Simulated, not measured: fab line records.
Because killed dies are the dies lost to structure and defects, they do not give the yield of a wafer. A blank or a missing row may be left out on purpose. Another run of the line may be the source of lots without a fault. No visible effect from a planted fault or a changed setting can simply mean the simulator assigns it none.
Split-lot trial / flow n5_finfet / route with 1938 steps; 7 lots, 21 wafers read

SPLIT DETAILS
At N5_BEOL_M3_ETCH_41 (etches SiCN in CH3F/O2, target depth 29.9 nm, time 52.5 s), the setting target_depth_a was moved away from the recipe's 299 angstrom on 8 of the 21 wafers read, by -6.7% to +10.5%. For the rest of the wafers, this setting stayed at what the recipe calls for.

The reading is taken at the split's own step.

THE READING
etch.depth_nm (the simulator's own value, which no gauge read), in nm, at N5_BEOL_M3_ETCH_41 (etches SiCN in CH3F/O2, target depth 29.9 nm, time 52.5 s). No usual value for it is given in the file. The 13 wafers here that ran the recipe average 19.65 nm, standard deviation 0.19 nm.

wafer=L076.3; tool, chamber at the split=rie_diel-03, 1; target_depth_a as run, angstrom=330.4; against the recipe=+10.5%; etch.depth_nm, nm=21.92; against lot-mates on the recipe=+2.08
wafer=L076.4; tool, chamber at the split=rie_diel-03, 2; target_depth_a as run, angstrom=299; against the recipe=recipe; etch.depth_nm, nm=19.91; against lot-mates on the recipe=-
wafer=L076.5; tool, chamber at the split=rie_diel-03, 1; target_depth_a as run, angstrom=299; against the recipe=recipe; etch.depth_nm, nm=19.78; against lot-mates on the recipe=-
wafer=L079.1; tool, chamber at the split=rie_diel-05, 0; target_depth_a as run, angstrom=278.9; against the recipe=-6.7%; etch.depth_nm, nm=18.64; against lot-mates on the recipe=-1.02
wafer=L079.5; tool, chamber at the split=rie_diel-05, 0; target_depth_a as run, angstrom=278.9; against the recipe=-6.7%; etch.depth_nm, nm=18.41; against lot-mates on the recipe=-1.25
wafer=L079.6; tool, chamber at the split=rie_diel-05, 1; target_depth_a as run, angstrom=299; against the recipe=recipe; etch.depth_nm, nm=19.66; against lot-mates on the recipe=-
wafer=L087.4; tool, chamber at the split=rie_diel-03, 1; target_depth_a as run, angstrom=319.5; against the recipe=+6.9%; etch.depth_nm, nm=20.56; against lot-mates on the recipe=+0.91
wafer=L087.5; tool, chamber at the split=rie_diel-03, 0; target_depth_a as run, angstrom=319.5; against the recipe=+6.9%; etch.depth_nm, nm=21.07; against lot-mates on the recipe=+1.42
wafer=L087.6; tool, chamber at the split=rie_diel-03, 2; target_depth_a as run, angstrom=299; against the recipe=recipe; etch.depth_nm, nm=19.65; against lot-mates on the recipe=-
wafer=L086.1; tool, chamber at the split=rie_diel-05, 1; target_depth_a as run, angstrom=299; against the recipe=recipe; etch.depth_nm, nm=19.76; against lot-mates on the recipe=-
wafer=L086.4; tool, chamber at the split=rie_diel-05, 0; target_depth_a as run, angstrom=315.8; against the recipe=+5.6%; etch.depth_nm, nm=21.15; against lot-mates on the recipe=+1.39
wafer=L086.6; tool, chamber at the split=rie_diel-05, 1; target_depth_a as run, angstrom=315.8; against the recipe=+5.6%; etch.depth_nm, nm=20.78; against lot-mates on the recipe=+1.02
wafer=L088.1; tool, chamber at the split=rie_diel-05, 2; target_depth_a as run, angstrom=299; against the recipe=recipe; etch.depth_nm, nm=19.63; against lot-mates on the recipe=-
wafer=L088.5; tool, chamber at the split=rie_diel-05, 0; target_depth_a as run, angstrom=299; against the recipe=recipe; etch.depth_nm, nm=19.86; against lot-mates on the recipe=-
wafer=L088.6; tool, chamber at the split=rie_diel-05, 3; target_depth_a as run, angstrom=299; against the recipe=recipe; etch.depth_nm, nm=19.75; against lot-mates on the recipe=-
wafer=L097.1; tool, chamber at the split=rie_diel-05, 2; target_depth_a as run, angstrom=299; against the recipe=recipe; etch.depth_nm, nm=19.17; against lot-mates on the recipe=-
wafer=L097.3; tool, chamber at the split=rie_diel-05, 0; target_depth_a as run, angstrom=299; against the recipe=recipe; etch.depth_nm, nm=19.51; against lot-mates on the recipe=-
wafer=L097.6; tool, chamber at the split=rie_diel-05, 0; target_depth_a as run, angstrom=299; against the recipe=recipe; etch.depth_nm, nm=19.78; against lot-mates on the recipe=-
wafer=L096.1; tool, chamber at the split=rie_diel-04, 2; target_depth_a as run, angstrom=299; against the recipe=recipe; etch.depth_nm, nm=19.48; against lot-mates on the recipe=-
wafer=L096.2; tool, chamber at the split=rie_diel-04, 3; target_depth_a as run, angstrom=318.4; against the recipe=+6.5%; etch.depth_nm, nm=20.5; against lot-mates on the recipe=+0.98
wafer=L096.6; tool, chamber at the split=rie_diel-04, 1; target_depth_a as run, angstrom=299; against the recipe=recipe; etch.depth_nm, nm=19.56; against lot-mates on the recipe=-

THE FIT
A straight line over all 21 wafers: etch.depth_nm changes by +0.186 nm for each +1% of target_depth_a; r = +0.96; the points scatter about the line by 0.24 nm.
The same after taking each lot's own level away (the mean of its wafers on the recipe; 21 wafers): +0.181 nm for each +1%; r = +0.98; scatter 0.18 nm.
The reading moves by 1.9 nm for the largest change in target_depth_a, on that fit.
From 19.487 to 19.845 nm: that is the span of the lots' own levels, equal to 1.9 times the standard deviation above.
So the lot-to-lot level changes the slope little: the two slopes agree.
Check: +1.86 nm against its lot-mates is what the line predicts for one of the wafers moved furthest among these (+10.5%) when that wafer is left out of the fit. Against them it came out at +2.08 nm.

THESE WAFERS: OTHER SPLITS
Note: prior to the reading, these wafers also went through further splits. Each is held against what the fit with the lots' levels taken away leaves over:
other split on the same wafers=N5_BEOL_M0_SAQP_SPACER2_ALD_26 target_thk_a; wafers away from the commonest value=6; r with etch.depth_nm (lot level and that fit taken away)=-0.01
other split on the same wafers=N5_BEOL_M0_SAQP_COAT_87 temp_c; wafers away from the commonest value=12; r with etch.depth_nm (lot level and that fit taken away)=+0.18
other split on the same wafers=N5_BEOL_M0_ETCH_138 source_w; wafers away from the commonest value=10; r with etch.depth_nm (lot level and that fit taken away)=-0.10
other split on the same wafers=N5_BEOL_M1_ETCH_70 bias_w; wafers away from the commonest value=6; r with etch.depth_nm (lot level and that fit taken away)=+0.23
other split on the same wafers=N5_BEOL_M1_TRENCH_ETCH_37 time_s; wafers away from the commonest value=7; r with etch.depth_nm (lot level and that fit taken away)=+0.31
other split on the same wafers=N5_BEOL_M2_ALD_98 ald_cycles; wafers away from the commonest value=8; r with etch.depth_nm (lot level and that fit taken away)=+0.06
other split on the same wafers=N5_BEOL_M3_TRENCH_ETCH_37 source_w; wafers away from the commonest value=8; r with etch.depth_nm (lot level and that fit taken away)=-0.08

FILE'S OWN FIT
etch.depth_nm changes by +0.183 nm for each +1% of target_depth_a, r = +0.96.
